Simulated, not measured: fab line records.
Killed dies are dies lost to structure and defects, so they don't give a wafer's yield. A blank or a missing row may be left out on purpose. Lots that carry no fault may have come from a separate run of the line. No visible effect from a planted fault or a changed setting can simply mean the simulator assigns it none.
Which tool is to blame? || flow nand-harc || 13 lots, 38 wafers sampled, at 5 steps of a route of 1302

WHAT THE GAUGES READ, wafer by wafer
NHARC_HYBRID_BOND_INSPECT_06: inspects for defects (ir void).
{"lot": "L739", "measured": "day 23 13:16", "on": "defect-inspect-02", "raw-defect-count": "99 90 84"}
{"lot": "L740", "measured": "day 23 17:37", "on": "defect-inspect-02", "raw-defect-count": "135 127 116"}
{"lot": "L741", "measured": "day 24 05:04", "on": "defect-inspect-01", "raw-defect-count": "142 158 149"}
{"lot": "L744", "measured": "day 26 06:57", "on": "defect-inspect-02", "raw-defect-count": "71 65 65"}
{"lot": "L746", "measured": "day 26 06:57", "on": "defect-inspect-01", "raw-defect-count": "153 191 163"}
{"lot": "L747", "measured": "day 27 01:24", "on": "defect-inspect-01", "raw-defect-count": "142 153 197"}
{"lot": "L748", "measured": "day 27 01:24", "on": "defect-inspect-02", "raw-defect-count": "37 32 37"}
{"lot": "L752", "measured": "day 28 16:02", "on": "defect-inspect-01", "raw-defect-count": "64 55 56"}
{"lot": "L754", "measured": "day 29 18:23", "on": "defect-inspect-02", "raw-defect-count": "26 20 43"}
{"lot": "L751", "measured": "day 29 18:23", "on": "defect-inspect-01", "raw-defect-count": "93 106 88"}
{"lot": "L757", "measured": "day 31 00:47", "on": "defect-inspect-02", "raw-defect-count": "63 66"}
{"lot": "L760", "measured": "day 31 23:51", "on": "defect-inspect-01", "raw-defect-count": "119 145 155"}
{"lot": "L762", "measured": "day 32 09:05", "on": "defect-inspect-01", "raw-defect-count": "50 61 75"}

NHARC_THIN_TSV_THK_MEAS_02: measures by ir.
{"lot": "L739", "measured": "day 23 17:15", "on": "film-metro-01", "thk-nm (nm)": "3272 3210 3007"}
{"lot": "L740", "measured": "day 23 20:10", "on": "film-metro-01", "thk-nm (nm)": "2537 2401 2711"}
{"lot": "L741", "measured": "day 24 08:41", "on": "film-metro-02", "thk-nm (nm)": "2939 2749 2879"}
{"lot": "L744", "measured": "day 26 08:35", "on": "film-metro-02", "thk-nm (nm)": "2954 2531 2879"}
{"lot": "L746", "measured": "day 26 09:49", "on": "film-metro-01", "thk-nm (nm)": "3188 2970 3121"}
{"lot": "L747", "measured": "day 27 04:13", "on": "film-metro-01", "thk-nm (nm)": "3167 2688 3016"}
{"lot": "L748", "measured": "day 27 03:01", "on": "film-metro-01", "thk-nm (nm)": "2937 2810 2861"}
{"lot": "L752", "measured": "day 28 20:10", "on": "film-metro-02", "thk-nm (nm)": "3335 3456 3651"}
{"lot": "L754", "measured": "day 29 21:13", "on": "film-metro-01", "thk-nm (nm)": "3190 3254 3390"}
{"lot": "L751", "measured": "day 29 20:01", "on": "film-metro-02", "thk-nm (nm)": "2920 2952 3122"}
{"lot": "L757", "measured": "day 31 02:25", "on": "film-metro-01", "thk-nm (nm)": "3166 2896"}
{"lot": "L760", "measured": "day 32 01:31", "on": "film-metro-02", "thk-nm (nm)": "3289 3233 3286"}
{"lot": "L762", "measured": "day 32 11:54", "on": "film-metro-02", "thk-nm (nm)": "3396 3055 2901"}

NHARC_END_SORT_01.
{"lot": "L746", "measured": "day 27 02:58", "on": "prober-01", "defect-limited-yield (%)": "84 82 84", "killed-at-array": "95 116 99", "killed-at-other": "0 0 0", "killed-at-periphery": "10 5 8", "killed-dies": "105 121 107", "killed-open": "0 6 3", "killed-short": "3 2 3"}
{"lot": "L747", "measured": "day 27 18:48", "on": "prober-02", "defect-limited-yield (%)": "87 84 81", "killed-at-array": "83 103 125", "killed-at-other": "2 1 0", "killed-at-periphery": "1 2 7", "killed-dies": "86 106 132", "killed-open": "2 3 2", "killed-short": "4 2 2"}

TOOL THAT RAN EACH LOT (tool first, then ch and the chambers of the sampled wafers, then the start)
{"lot": "L739", "NHARC_THIN_TSV_DEP_47": "pecvd-04 ch 0,1,2, day 23 20:08", "NHARC_THIN_TSV_ETCH_36": "rie-metal-01 ch 0,1, day 24 00:44"}
{"lot": "L740", "NHARC_THIN_TSV_DEP_47": "pecvd-02 ch 0,1,2, day 23 22:59", "NHARC_THIN_TSV_ETCH_36": "rie-metal-02 ch 0,1, day 24 03:31"}
{"lot": "L741", "NHARC_THIN_TSV_DEP_47": "pecvd-03 ch 0,1,2, day 24 11:28", "NHARC_THIN_TSV_ETCH_36": "rie-metal-03 ch 0,1, day 24 16:03"}
{"lot": "L744", "NHARC_THIN_TSV_DEP_47": "pecvd-03 ch 0,2, day 26 11:31", "NHARC_THIN_TSV_ETCH_36": "rie-metal-01 ch 0,1, day 26 17:43"}
{"lot": "L746", "NHARC_THIN_TSV_DEP_47": "pecvd-04 ch 0,2, day 26 12:34", "NHARC_THIN_TSV_ETCH_36": "rie-metal-02 ch 0,1, day 26 18:19"}
{"lot": "L747", "NHARC_THIN_TSV_DEP_47": "pecvd-03 ch 0,2, day 27 07:07", "NHARC_THIN_TSV_ETCH_36": "rie-metal-02 ch 0,1, day 27 11:35"}
{"lot": "L748", "NHARC_THIN_TSV_DEP_47": "pecvd-03 ch 0,1, day 27 05:48", "NHARC_THIN_TSV_ETCH_36": "rie-metal-01 ch 0,1, day 27 10:17"}
{"lot": "L752", "NHARC_THIN_TSV_DEP_47": "pecvd-03 ch 0,1, day 29 02:25", "NHARC_THIN_TSV_ETCH_36": "rie-metal-03 ch 0,1, day 29 06:56"}
{"lot": "L754", "NHARC_THIN_TSV_DEP_47": "pecvd-02 ch 0,1,2, day 30 00:13", "NHARC_THIN_TSV_ETCH_36": "rie-metal-02 ch 0,1, day 30 04:43"}
{"lot": "L751", "NHARC_THIN_TSV_DEP_47": "pecvd-02 ch 0,1, day 29 22:46", "NHARC_THIN_TSV_ETCH_36": "rie-metal-01 ch 0,1, day 30 03:17"}
{"lot": "L757", "NHARC_THIN_TSV_DEP_47": "pecvd-03 ch 0,2, day 31 05:29", "NHARC_THIN_TSV_ETCH_36": "rie-metal-01 ch 1, day 31 10:06"}
{"lot": "L760", "NHARC_THIN_TSV_DEP_47": "pecvd-03 ch 0,1,2, day 32 04:49", "NHARC_THIN_TSV_ETCH_36": "rie-metal-03 ch 0,1, day 32 09:25"}
{"lot": "L762", "NHARC_THIN_TSV_DEP_47": "pecvd-02 ch 0,1,2, day 32 14:47", "NHARC_THIN_TSV_ETCH_36": "rie-metal-03 ch 0,1, day 32 19:26"}
- NHARC_THIN_TSV_DEP_47: deposits SiO2, target thk 200 nm.
- NHARC_THIN_TSV_ETCH_36: etches the open film in Cl2/BCl3, target depth 65 nm, time 18.571 s.

AS READ BY THE TOOLS THEMSELVES (means over the sampled wafers that have a number; for cases with no such wafer, the mark the record gives instead)
NHARC_THIN_TSV_DEP_47.
{"lot": "L739", "tool": "pecvd-04", "throttle-valve-pct (%)": 15.8}
{"lot": "L740", "tool": "pecvd-02", "throttle-valve-pct (%)": 15.8}
{"lot": "L741", "tool": "pecvd-03", "throttle-valve-pct (%)": 16.0}
{"lot": "L744", "tool": "pecvd-03", "throttle-valve-pct (%)": 16.0}
{"lot": "L746", "tool": "pecvd-04", "throttle-valve-pct (%)": 16.4}
{"lot": "L747", "tool": "pecvd-03", "throttle-valve-pct (%)": 16.1}
{"lot": "L748", "tool": "pecvd-03", "throttle-valve-pct (%)": 16.0}
{"lot": "L752", "tool": "pecvd-03", "throttle-valve-pct (%)": 16.1}
{"lot": "L754", "tool": "pecvd-02", "throttle-valve-pct (%)": 15.9}
{"lot": "L751", "tool": "pecvd-02", "throttle-valve-pct (%)": 15.9}
{"lot": "L757", "tool": "pecvd-03", "throttle-valve-pct (%)": 16.2}
{"lot": "L760", "tool": "pecvd-03", "throttle-valve-pct (%)": 16.1}
{"lot": "L762", "tool": "pecvd-02", "throttle-valve-pct (%)": 16.3}

NHARC_THIN_TSV_ETCH_36.
{"lot": "L739", "tool": "rie-metal-01", "drypump-motor-current-A (A)": 5.3, "oes-product-au (a.u.)": 1.013}
{"lot": "L740", "tool": "rie-metal-02", "drypump-motor-current-A (A)": 6.3, "oes-product-au (a.u.)": 1.000}
{"lot": "L741", "tool": "rie-metal-03", "drypump-motor-current-A (A)": 6.1, "oes-product-au (a.u.)": 0.988}
{"lot": "L744", "tool": "rie-metal-01", "drypump-motor-current-A (A)": 5.0, "oes-product-au (a.u.)": 1.008}
{"lot": "L746", "tool": "rie-metal-02", "drypump-motor-current-A (A)": 5.8, "oes-product-au (a.u.)": 1.002}
{"lot": "L747", "tool": "rie-metal-02", "drypump-motor-current-A (A)": 6.3, "oes-product-au (a.u.)": 1.000}
{"lot": "L748", "tool": "rie-metal-01", "drypump-motor-current-A (A)": 5.3, "oes-product-au (a.u.)": 1.006}
{"lot": "L752", "tool": "rie-metal-03", "drypump-motor-current-A (A)": 6.0, "oes-product-au (a.u.)": 0.980}
{"lot": "L754", "tool": "rie-metal-02", "drypump-motor-current-A (A)": 6.3, "oes-product-au (a.u.)": 0.998}
{"lot": "L751", "tool": "rie-metal-01", "drypump-motor-current-A (A)": 5.3, "oes-product-au (a.u.)": 1.004}
{"lot": "L757", "tool": "rie-metal-01", "drypump-motor-current-A (A)": 4.8, "oes-product-au (a.u.)": 1.028}
{"lot": "L760", "tool": "rie-metal-03", "drypump-motor-current-A (A)": 6.2, "oes-product-au (a.u.)": 0.992}
{"lot": "L762", "tool": "rie-metal-03", "drypump-motor-current-A (A)": 6.0, "oes-product-au (a.u.)": 0.993}

THE ANSWER, worked out from the rows above alone
Rule: the lots themselves supply what counts as usual. Put in order of their means at a reading, lots are off if they are a third of the lots or fewer, leave a main group of 4 or more, and stand apart from it by a gap of 3 or more times the standard deviation of the main group's means; of several such gaps the widest counts. Not used: any main group whose means are identical at the precision the tables above print for the reading. Also off: a lot with no number at a reading for which 4 or more lots have one. Where the step has rows for the other lots, those lots are counted as sound. The gauges are gone through in route order, then the tools' own readings, and for those a lot's mean is taken as printed above. The first step at which some lot is off is used, and at that step the reading that is off furthest; a lot without a number counts as furthest.
Nothing can be told from this: no lot is off at any reading shown.

WHAT THE SIMULATOR HAD INSERTED
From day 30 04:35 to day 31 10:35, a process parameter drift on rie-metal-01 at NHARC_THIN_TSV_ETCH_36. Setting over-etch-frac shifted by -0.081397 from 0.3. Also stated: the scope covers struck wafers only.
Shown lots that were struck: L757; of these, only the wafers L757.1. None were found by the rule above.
